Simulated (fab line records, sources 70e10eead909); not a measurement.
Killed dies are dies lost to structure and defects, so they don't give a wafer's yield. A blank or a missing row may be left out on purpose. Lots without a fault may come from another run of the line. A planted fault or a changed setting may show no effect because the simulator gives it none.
fab line records | flow nand_harc | part 1 of 2: steps 1 to 4 of 6
record lots=23 wafers=69 last_day=33
route steps=1302 shown A_STAIRCASE@671
lots that met no fault: from a run of the same line without faults
start_h: hours from the record's first day to the start of the lot's first wafer shown | wait_h: hours since the lot's step before | " the same as in the row above | L1.1+2: a row that stands for several wafers | - no value, or no start given | * or withheld: withheld | < > ~ a bound
route shown NAME@n: a module of which the file shows steps, and the number in the route of the first | usual: mean/standard deviation of fault-free wafers | same: alike in all rows | chamber/n: place in a boat | sites: the reading at each site | _std_site: their standard deviation | _edge_site: outer sites' mean less inner sites' | radius_mm: how far each site lies from the wafer's centre | mask NAME#n: copy n | behind: the tool/chamber that last shaped the wafer | hold: why the lot was held/for how many hours/how that ended | device: the transistor (n, p or np) that didn't switch | end of line: the same wafers' tests at the end of the route | a step without rows: its recipe alone | killed: dies lost to structure and defects at the first sort, not the wafer's yield | map: a wafer's dies, x killed, . not, _ none there
set.NAME: the setting as run; set.NAME@STEP: as run at that earlier step | model.NAME: the simulator's own value behind a step, which no gauge read
steps of the route over a sample of lots; a table a step, a row a wafer
services: from which hour (start_h, from the record's first day; less than 0 if before it) a tool's chamber was out of use, for how many hours, and why
## steps
# step NHARC_A_STAIRCASE_ETCH_15
# recipe target_depth_a=1000 time_s=40.5 ion_energy_ev=400 c4f8_flow_sccm=20 o2_flow_sccm=10 ar_flow_sccm=withheld rf_w=600 bias_w=1000 chemistry=C4F8/O2
# usual oes_product_au=0.942/0.011 rf_vpp_V=897/5.4
# columns lot.wafer tool chamber start_h wait_h oes_product_au rf_hours_counter_h rf_vpp_V
L074.1 rie_diel-04 0 - - 0.945 61 887
L074.2 " 1 " " 0.947 52 894
L074.5 " 0 " " 0.932 - 886
L075.2 rie_diel-08 0 - - 0.946 48 897
L075.4 " 1 " " 0.960 47 904
L075.5 " 0 " " 0.953 - 898
L077.3 rie_diel-04 0 - - 0.953 4 906
L077.2 " 2 " " 0.930 4 886
L077.5 " 0 " " 0.951 - 906
L078.1 rie_diel-07 0 - - 0.934 29 891
L078.2 " 1 " " 0.932 31 895
L078.5 " 0 " " 0.934 - 891
L079.3 rie_diel-08 2 - - 0.953 7 896
L079.1 " 0 " " 0.949 5 897
L079.4 " 1 " " 0.961 5 904
L080.3 rie_diel-07 2 - - 0.931 36 900
L080.6 " 3 " " 0.932 - 901
L080.5 " 0 " " 0.938 - 890
L081.3 rie_diel-08 0 - - 0.947 10 897
L081.2 " 1 " " 0.953 9 904
L081.1 " 2 " " 0.946 10 897
L082.3 rie_diel-04 2 - - 0.951 19 889
L082.4 " 3 " " 0.941 20 897
L082.5 " 0 " " 0.924 - 907
L083.4 rie_diel-04 3 - - 0.942 20 896
L083.2 " 1 " " 0.935 18 894
L083.6 " 0 " " 0.931 - 904
L084.4 rie_diel-07 2 - - 0.930 52 900
L084.2 " 0 " " 0.924 55 891
L084.6 " 1 " " 0.913 - 895
L085.4 rie_diel-08 2 - - 0.947 26 898
L085.6 " 2 " " 0.949 - 896
L085.5 " 3 " " 0.956 - 904
L086.3 rie_diel-08 1 - - 0.954 30 904
L086.4 " 2 " " 0.947 29 897
L086.6 " 0 " " 0.959 - 897
L087.2 rie_diel-07 1 - - 0.941 1 892
L087.5 " 3 " " 0.928 - 901
L087.6 " 0 " " 0.945 - 889
L089.3 rie_diel-07 2 - - 0.945 2 901
L089.1 " 3 " " 0.950 3 898
L089.6 " 2 " " 0.943 - 900
L088.4 rie_diel-04 3 - - 0.943 43 895
L088.1 " 0 " " 0.940 42 906
L088.5 " 1 " " 0.979 - 894
L090.3 rie_diel-07 0 - - 0.949 10 890
L090.4 " 2 " " 0.947 7 899
L090.5 " 1 " " 0.942 - 893
L092.3 rie_diel-08 2 - - 0.942 49 896
L092.1 " 3 " " 0.946 52 905
L092.6 " 2 " " 0.948 - 896
L091.3 rie_diel-07 3 - - 0.930 9 899
L091.2 " 0 " " 0.930 12 889
L091.6 " 3 " " 0.926 - 898
L093.4 rie_diel-07 0 - - 0.933 19 891
L093.3 " 2 " " 0.924 16 901
L093.5 " 1 " " 0.921 - 893
L094.2 rie_diel-04 0 - - 0.941 3 905
L094.1 " 3 " " 0.934 3 895
L094.5 " 0 " " 0.934 - 906
L095.3 rie_diel-08 2 - - 0.943 2 896
L095.2 " 3 " " 0.951 2 903
L095.5 " 2 " " 0.937 - 896
L096.3 rie_diel-07 1 - - 0.931 34 893
L096.6 " 0 " " 0.929 - 888
L096.5 " 1 " " 0.925 - 893
L097.4 rie_diel-07 2 - - 0.937 34 899
L097.3 " 1 " " 0.923 34 894
L097.6 " 3 " " 0.935 - 900
# step NHARC_A_STAIRCASE_TRIM_187
# recipe time_s=211.2 o2_flow_sccm=500 ar_flow_sccm=0 bias_w=0 chemistry=O2
# usual drypump_motor_current_A=5.9/0.38 mfc_ar_sccm=0.015/0.013 oes_product_au=0.997/0.011 rf_vpp_V=57.7/0.98 showerhead_plenum_p_Torr=3.54/0.15 throttle_valve_pct=17.037/0.0091
# columns lot.wafer tool chamber start_h wait_h drypump_motor_current_A mfc_ar_sccm oes_product_au rf_hours_counter_h rf_vpp_V showerhead_plenum_p_Torr throttle_valve_pct
L074.1 rie_diel-04 3 354.02 0.1 6.2 0.029 1.020 59 57.9 3.56 17.031
L074.2 " 2 " " 5.6 0.032 1.007 47 57.2 3.32 17.047
L074.5 " 0 " " 6.2 0.002 1.002 - 58.1 3.29 17.030
L075.2 rie_diel-07 1 357.73 0.3 5.8 0.020 0.991 15 56.8 3.49 17.042
L075.4 " 2 " " 6.2 0.017 0.989 16 56.9 3.67 17.033
L075.5 " 0 " " 6.3 0.012 0.993 - 56.9 3.39 17.040
L077.3 rie_diel-04 2 384.96 0.1 5.6 0.032 1.004 4 57.2 3.32 17.031
L077.2 " 0 " " 6.2 0.002 1.001 4 59.0 3.81 17.023
L077.5 " 2 " " 5.6 0.032 1.002 - 58.0 3.32 17.054
L078.2 rie_diel-04 1 397.05 0.1 5.9 0.037 1.009 9 58.8 3.49 17.025
L078.1 " 0 " " 6.2 0.002 0.995 8 58.5 3.80 17.042
L078.5 " 1 " " 5.9 0.037 0.996 - 57.0 3.49 17.045
L079.3 rie_diel-08 2 398.65 0.1 5.7 0 1.003 8 57.9 3.55 17.041
L079.1 " 0 " " 6.3 0 1.011 7 58.6 3.57 17.040
L079.4 " 1 " " 5.9 0 1.013 6 58.0 3.77 17.021
L080.3 rie_diel-07 1 410.14 0.1 5.9 0.020 0.987 38 57.8 3.48 17.037
L080.6 " 0 " " 6.3 0.012 0.986 - 58.1 3.38 17.030
L080.5 " 1 " " 5.9 0.020 0.986 - 56.5 3.48 17.029
L081.1 rie_diel-07 2 410.31 0.1 6.1 0.017 0.985 37 57.0 3.66 17.034
L081.3 " 3 " " 4.9 0 0.994 37 59.1 3.64 17.042
L081.2 " 1 " " 5.9 0.020 0.985 38 57.1 3.48 17.039
L082.3 rie_diel-04 1 431.86 0.1 6.0 0.037 1.000 19 60.4 3.48 17.028
L082.4 " 3 " " 6.2 0.029 1.002 21 56.4 3.55 17.055
L082.5 " 2 " " 5.6 0.032 1.013 - 58.1 3.31 17.031
L083.2 rie_diel-07 0 432.29 0.1 6.2 0.012 0.982 49 57.8 3.38 17.042
L083.4 " 2 " " 6.1 0.017 0.979 - 58.2 3.66 17.036
L083.6 " 0 " " 6.3 0.012 0.984 - 58.3 3.38 17.035
L084.4 rie_diel-07 3 458.61 0.1 4.9 0 0.992 53 57.3 3.63 17.033
L084.2 " 1 " " 5.9 0.020 0.990 54 57.4 3.47 17.028
L084.6 " 3 " " 4.9 0 0.996 - 57.5 3.63 17.025
L085.4 rie_diel-04 0 458.89 0.1 6.2 0.002 0.993 27 59.9 3.79 17.017
L085.6 " 3 " " 6.2 0.029 0.982 - 57.2 3.55 17.051
L085.5 " 0 " " 6.2 0.002 0.988 - 57.4 3.79 17.038
L086.3 rie_diel-08 1 471.64 0.2 5.9 0 1.010 30 58.3 3.76 17.035
L086.4 " 3 " " 5.8 0 1.012 39 58.7 3.76 17.035
L086.6 " 0 " " 6.3 0 1.007 - 57.0 3.56 17.019
L087.2 rie_diel-07 1 491.98 0.1 5.9 0.020 0.985 1 56.4 3.47 17.045
L087.5 " 1 " " 5.9 0.020 0.989 - 57.7 3.47 17.041
L087.6 " 2 " " 6.2 0.017 1.001 - 57.0 3.65 17.054
L089.1 rie_diel-08 3 502.47 0.1 5.8 0 1.007 47 58.4 3.76 17.018
L089.3 " 1 " " 5.9 0 1.010 42 59.2 3.75 17.042
L089.6 " 0 " " 6.2 0 1.010 - 56.8 3.56 17.018
L088.4 rie_diel-08 0 503.66 0.1 6.2 0 1.018 41 57.1 3.55 17.039
L088.1 " 3 " " 5.8 0 1.002 48 57.8 3.76 17.048
L088.5 " 0 " " 6.2 0 1.014 - 58.0 3.55 17.024
L090.3 rie_diel-07 3 515.67 0.1 4.9 0 0.979 8 58.2 3.62 17.041
L090.4 " 0 " " 6.3 0.012 0.995 10 56.7 3.36 17.053
L090.5 " 3 " " 5.0 0 0.995 - 58.1 3.62 17.029
L092.1 rie_diel-04 0 523.63 0.1 6.2 0.002 0.988 51 58.5 3.78 17.050
L092.3 " 1 " " 6.0 0.037 1.013 49 57.8 3.47 17.030
L092.6 " 1 " " 5.9 0.037 1.016 - 56.6 3.47 17.036
L091.2 rie_diel-07 0 524.05 0.1 6.3 0.012 0.987 12 58.3 3.36 17.022
L091.3 " 3 " " 4.9 0 0.983 10 57.2 3.62 17.025
L091.6 " 1 " " 5.9 0.020 0.986 - 56.5 3.46 17.044
L093.3 rie_diel-04 0 546.05 0.1 6.2 0.002 1.001 0 57.4 3.78 17.042
L093.4 " 3 " " 6.2 0.029 0.996 - 57.3 3.53 17.037
L093.5 " 0 " " 6.2 0.002 0.994 - 58.9 3.78 17.047
L094.1 rie_diel-04 0 559.61 0.1 6.2 0.002 0.985 5 59.1 3.77 17.030
L094.2 " 1 " " 6.0 0.037 1.012 5 58.0 3.46 17.032
L094.5 " 0 " " 6.2 0.002 0.995 - 58.5 3.77 17.040
L095.3 rie_diel-04 0 567.17 0.1 6.2 0.002 0.991 9 57.8 3.77 17.050
L095.2 " 1 " " 5.9 0.037 1.013 8 56.3 3.46 17.036
L095.5 " 3 " " 6.1 0.029 0.991 - 58.3 3.53 17.034
L096.3 rie_diel-07 3 592.00 0.1 4.9 0 0.995 35 58.0 3.60 17.017
L096.6 " 2 " " 6.2 0.017 1.001 - 59.7 3.63 17.038
L096.5 " 3 " " 5.0 0 0.998 - 58.0 3.60 17.039
L097.4 rie_diel-07 3 592.36 0.2 5.0 0 1.002 36 57.3 3.60 17.031
L097.3 " 1 " " 5.9 0.020 0.984 36 60.0 3.45 17.044
L097.6 " 3 " " 5.0 0 1.001 - 57.9 3.60 17.032
# step NHARC_A_STAIRCASE_TRIM_196
# recipe time_s=211.2 o2_flow_sccm=500 ar_flow_sccm=0 bias_w=0 chemistry=O2
# usual drypump_motor_current_A=5.9/0.32 mfc_ar_sccm=0.015/0.014 oes_product_au=0.999/0.01 rf_vpp_V=58.0/0.89 showerhead_plenum_p_Torr=3.57/0.15 throttle_valve_pct=17.037/0.0096
# columns lot.wafer tool chamber start_h wait_h drypump_motor_current_A mfc_ar_sccm oes_product_au rf_hours_counter_h rf_vpp_V showerhead_plenum_p_Torr throttle_valve_pct
L074.2 rie_diel-07 2 355.39 0.1 6.2 0.017 0.983 15 60.6 3.68 17.032
L074.1 " 0 " " 6.3 0.012 0.981 14 56.5 3.40 17.025
L074.5 " 1 " " 5.9 0.020 0.988 - 57.2 3.50 17.033
L075.4 rie_diel-08 1 359.11 0.1 5.9 0 0.994 53 57.9 3.78 17.046
L075.2 " 2 " " 5.6 0 1.009 50 59.1 3.56 17.026
L075.5 " 2 " " 5.6 0 1.009 - 57.1 3.56 17.049
L077.3 rie_diel-04 2 385.99 0.1 5.6 0.032 0.995 5 57.9 3.32 17.030
L077.2 " 0 " " 6.2 0.002 1.004 5 59.1 3.81 17.038
L077.5 " 1 " " 5.9 0.037 1.014 - 58.4 3.49 17.048
L078.2 rie_diel-04 0 398.23 0.1 6.2 0.002 1.005 9 59.5 3.80 17.042
L078.1 " 1 " " 5.9 0.037 1.009 9 56.5 3.49 17.025
L078.5 " 2 " " 5.6 0.032 0.993 - 57.1 3.31 17.039
L079.4 rie_diel-07 3 399.78 0.1 5.0 0 0.983 34 58.0 3.64 17.028
L079.3 " 0 " " 6.3 0.012 0.991 35 56.3 3.38 17.042
L079.1 " 1 " " 5.9 0.020 0.992 34 57.6 3.48 17.045
L080.3 rie_diel-08 0 411.30 0.1 6.2 0 1.006 11 57.3 3.57 17.056
L080.6 " 2 " " 5.6 0 1.007 - 57.0 3.55 17.032
L080.5 " 3 " " 5.8 0 1.011 - 57.2 3.78 17.056
L081.1 rie_diel-08 3 411.44 0.1 5.8 0 0.997 13 57.7 3.78 17.032
L081.3 " 0 " " 6.2 0 1.022 11 56.9 3.57 17.043
L081.2 " 1 " " 5.9 0 1.020 10 58.4 3.77 17.037
L082.4 rie_diel-04 2 432.94 0.1 5.6 0.032 1.014 21 57.6 3.31 17.028
L082.3 " 1 " " 6.0 0.037 1.007 19 57.7 3.48 17.041
L082.5 " 2 " " 5.6 0.032 1.007 - 57.3 3.31 17.044
L083.2 rie_diel-04 0 433.57 0.1 6.2 0.002 1.001 20 59.6 3.80 17.038
L083.4 " 1 " " 5.9 0.037 1.015 20 57.3 3.48 17.040
L083.6 " 0 " " 6.2 0.002 1.004 - 57.7 3.80 17.030
L084.2 rie_diel-04 3 459.65 0.1 6.1 0.029 0.996 30 58.4 3.55 17.025
L084.4 " 1 " " 5.9 0.037 1.013 26 56.5 3.48 17.032
L084.6 " 3 " " 6.2 0.029 1.001 - 58.4 3.55 17.049
L085.4 rie_diel-08 1 460.00 0.1 5.9 0 0.999 28 59.7 3.76 17.035
L085.6 " 3 " " 5.8 0 1.008 - 57.9 3.77 17.041
L085.5 " 0 " " 6.2 0 1.008 - 57.1 3.56 17.046
L086.4 rie_diel-04 0 473.67 0.1 6.2 0.002 0.992 32 57.0 3.79 17.035
L086.3 " 1 " " 5.9 0.037 1.011 32 57.2 3.48 17.034
L086.6 " 2 " " 5.6 0.032 1.011 - 58.3 3.30 17.031
L087.2 rie_diel-04 2 493.05 0.1 5.6 0.032 1.017 39 57.1 3.30 17.029
L087.6 " 0 " " 6.2 0.002 0.992 - 58.3 3.79 17.037
L087.5 " 1 " " 6.0 0.037 1.017 - 57.7 3.47 17.027
L089.3 rie_diel-08 3 504.34 0.1 5.8 0 0.996 49 58.7 3.76 17.026
L089.1 " 0 " " 6.2 0 1.013 42 57.0 3.55 17.026
L089.6 " 0 " " 6.3 0 1.009 - 56.1 3.55 17.047
L088.4 rie_diel-07 2 504.91 0.1 6.1 0.017 0.998 5 58.7 3.65 17.038
L088.1 " 3 " " 5.0 0 0.983 5 59.0 3.62 17.038
L088.5 " 3 " " 5.0 0 0.988 - 57.0 3.62 17.050
L090.4 rie_diel-07 1 516.69 0.1 5.9 0.020 0.983 11 58.2 3.46 17.037
L090.3 " 2 " " 6.2 0.017 1.002 8 57.4 3.65 17.034
L090.5 " 2 " " 6.2 0.017 1.010 - 59.3 3.65 17.044
L092.3 rie_diel-04 0 524.65 0.1 6.2 0.002 0.993 51 58.2 3.78 17.039
L092.1 " 3 " " 6.2 0.029 0.989 50 56.5 3.53 17.039
L092.6 " 0 " " 6.2 0.002 0.998 - 57.4 3.78 17.040
L091.3 rie_diel-04 1 525.76 0.1 5.9 0.037 1.010 50 58.1 3.47 17.048
L091.2 " 3 " " 6.1 0.029 0.978 50 56.9 3.53 17.048
L091.6 " 2 " " 5.6 0.032 1.011 - 57.5 3.29 17.033
L093.3 rie_diel-07 1 547.25 0.1 5.9 0.020 0.987 20 57.7 3.46 17.030
L093.4 " 2 " " 6.2 0.017 0.996 17 58.3 3.64 17.036
L093.5 " 1 " " 5.9 0.020 0.983 - 58.2 3.46 17.029
L094.1 rie_diel-08 2 560.64 0.1 5.6 0 0.998 1 57.4 3.52 17.030
L094.2 " 3 " " 5.8 0 1.002 1 58.6 3.75 17.039
L094.5 " 2 " " 5.6 0 0.989 - 57.5 3.52 17.023
L095.3 rie_diel-04 0 568.59 0.1 6.2 0.002 0.985 10 59.3 3.77 17.026
L095.2 " 2 " " 5.6 0.032 0.994 3 58.1 3.29 17.042
L095.5 " 0 " " 6.2 0.002 0.983 - 58.8 3.77 17.041
L096.3 rie_diel-08 1 593.58 0.1 5.9 0 0.985 14 57.3 3.73 17.040
L096.6 " 1 " " 5.9 0 0.992 - 59.0 3.74 17.047
L096.5 " 2 " " 5.6 0 0.993 - 57.6 3.51 17.057
L097.3 rie_diel-07 2 593.90 0.1 6.2 0.017 1.003 36 59.4 3.63 17.028
L097.4 " 3 " " 5.0 0 1.002 37 57.2 3.60 17.025
L097.6 " 1 " " 5.9 0.020 0.986 - 57.9 3.45 17.043
# step NHARC_A_STAIRCASE_ETCH_199
# recipe target_depth_a=1000 time_s=40.5 ion_energy_ev=400 c4f8_flow_sccm=20 o2_flow_sccm=10 ar_flow_sccm=withheld rf_w=600 bias_w=1000 chemistry=C4F8/O2
# usual oes_product_au=0.945/0.012 rf_vpp_V=897/5.8
# columns lot.wafer tool chamber start_h wait_h oes_product_au rf_hours_counter_h rf_vpp_V
L074.1 rie_diel-07 0 - - 0.924 14 892
L074.2 " 3 " " 0.951 15 901
L074.5 " 1 " " 0.922 - 896
L075.2 rie_diel-08 3 - - 0.952 36 906
L075.4 " 2 " " 0.957 50 898
L075.5 " 3 " " 0.961 - 904
L077.2 rie_diel-04 1 - - 0.948 5 896
L077.3 " 0 " " 0.930 5 904
L077.5 " 1 " " 0.956 - 896
L078.2 rie_diel-04 3 - - 0.942 9 896
L078.1 " 1 " " 0.951 9 894
L078.5 " 2 " " 0.940 - 888
L079.1 rie_diel-07 3 - - 0.948 34 900
L079.4 " 0 " " 0.965 35 892
L079.3 " 2 " " 0.936 34 901
L080.3 rie_diel-08 3 - - 0.925 13 904
L080.5 " 3 " " 0.934 - 904
L080.6 " 1 " " 0.945 - 905
L081.3 rie_diel-08 1 - - 0.945 10 904
L081.1 " 3 " " 0.930 13 906
L081.2 " 0 " " 0.937 12 898
L082.3 rie_diel-04 1 - - 0.949 19 895
L082.4 " 3 " " 0.941 21 897
L082.5 " 0 " " 0.939 - 906
L083.2 rie_diel-04 0 - - 0.937 20 906
L083.4 " 2 " " 0.946 22 889
L083.6 " 0 " " 0.938 - 906
L084.2 rie_diel-04 0 - - 0.938 28 904
L084.4 " 1 " " 0.967 26 895
L084.6 " 0 " " 0.940 - 904
L085.4 rie_diel-08 0 - - 0.958 29 898
L085.6 " 0 " " 0.956 - 898
L085.5 " 1 " " 0.962 - 904
L086.3 rie_diel-04 3 - - 0.955 35 897
L086.4 " 1 " " 0.962 32 895
L086.6 " 2 " " 0.949 - 888
L087.2 rie_diel-04 2 - - 0.956 39 888
L087.6 " 1 " " 0.956 - 894
L087.5 " 2 " " 0.957 - 888
L089.1 rie_diel-08 2 - - 0.950 43 896
L089.3 " 3 " " 0.933 49 904
L089.6 " 0 " " 0.943 - 897
L088.4 rie_diel-07 2 - - 0.962 5 902
L088.1 " 3 " " 0.935 5 899
L088.5 " 0 " " 0.951 - 889
L090.4 rie_diel-07 0 - - 0.941 11 890
L090.3 " 3 " " 0.933 8 899
L090.5 " 0 " " 0.942 - 890
L092.3 rie_diel-04 2 - - 0.966 48 887
L092.1 " 3 " " 0.946 50 895
L092.6 " 2 " " 0.949 - 889
L091.2 rie_diel-04 2 - - 0.944 49 887
L091.3 " 3 " " 0.938 51 895
L091.6 " 1 " " 0.959 - 894
L093.3 rie_diel-07 1 - - 0.956 20 894
L093.4 " 2 " " 0.962 17 900
L093.5 " 2 " " 0.956 - 901
L094.2 rie_diel-08 2 - - 0.934 1 895
L094.1 " 0 " " 0.949 1 897
L094.5 " 3 " " 0.951 - 904
L095.3 rie_diel-04 2 - - 0.932 3 887
L095.2 " 0 " " 0.946 10 904
L095.5 " 2 " " 0.935 - 886
L096.3 rie_diel-08 2 - - 0.952 14 895
L096.6 " 3 " " 0.972 - 903
L096.5 " 0 " " 0.958 - 896
L097.4 rie_diel-07 0 - - 0.939 37 889
L097.3 " 2 " " 0.949 36 900
L097.6 " 0 " " 0.946 - 890
